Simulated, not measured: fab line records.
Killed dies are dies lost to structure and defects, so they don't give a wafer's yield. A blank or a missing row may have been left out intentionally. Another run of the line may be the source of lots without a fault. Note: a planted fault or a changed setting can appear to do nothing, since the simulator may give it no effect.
Matching of chambers    flow n5 finfet    N5_GATE_CUT_CMP_02 on cmp-03: 4 sister chambers
The step polishes, stops on SiO2, t overpolish 12.7 s, target thk 0 nm. 8 wafers are shown with their chamber, then 8 later ones without.

== WAFERS WITH THEIR CHAMBER ==
wafer   chamber  motor current A (A)  time to endpoint s (s)
L087.4  0        9.7                  29.7
L087.5  2        10.6                 27.0
L088.1  2        10.3                 22.2
L088.3  1        7.9                  22.6
L090.1  0        9.7                  28.3
L090.3  3        9.8                  26.2
L090.5  3        9.4                  24.5
L091.3  1        7.5                  27.3

== WAFERS WHOSE CHAMBER IS MISSING ==
wafer   motor current A (A)  time to endpoint s (s)
L091.5  9.5                  26.4
L091.6  10.5                 26.7
L093.2  9.6                  30.8
L093.4  10.3                 25.9
L093.6  9.7                  28.2
L096.1  9.3                  24.5
L096.4  7.5                  25.7
L096.5  9.5                  22.6

== CHAMBER TAKEN BY EACH ==
wafer   from the rows above      in truth
L091.5  can't be placed: 3 or 0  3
L091.6  2                        2
L093.2  can't be placed: 0 or 3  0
L093.4  2                        2
L093.6  can't be placed: 0 or 3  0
L096.1  can't be placed: 3 or 0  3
L096.4  1                        1
L096.5  can't be placed: 3 or 0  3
Correctly placed: 3 of 8. Cannot be placed on the basis of these rows: 5; the candidates contain the true chamber in 5. Wrongly placed: 0.
How it was worked out, from the rows above alone: a wafer's distance from a chamber is the root of the sum, over the readings, of the square of ((its reading less the chamber's mean) divided by the reading's scatter). If the next closest chamber is less than 2 further off than the closest, the wafer can't be placed; otherwise it belongs to the closest. A chamber's mean is the mean of its shown wafers. The scatter: take each reading less its chamber's mean, square it, sum over the shown wafers, divide by the number of wafers less the number of chambers, and take the root.
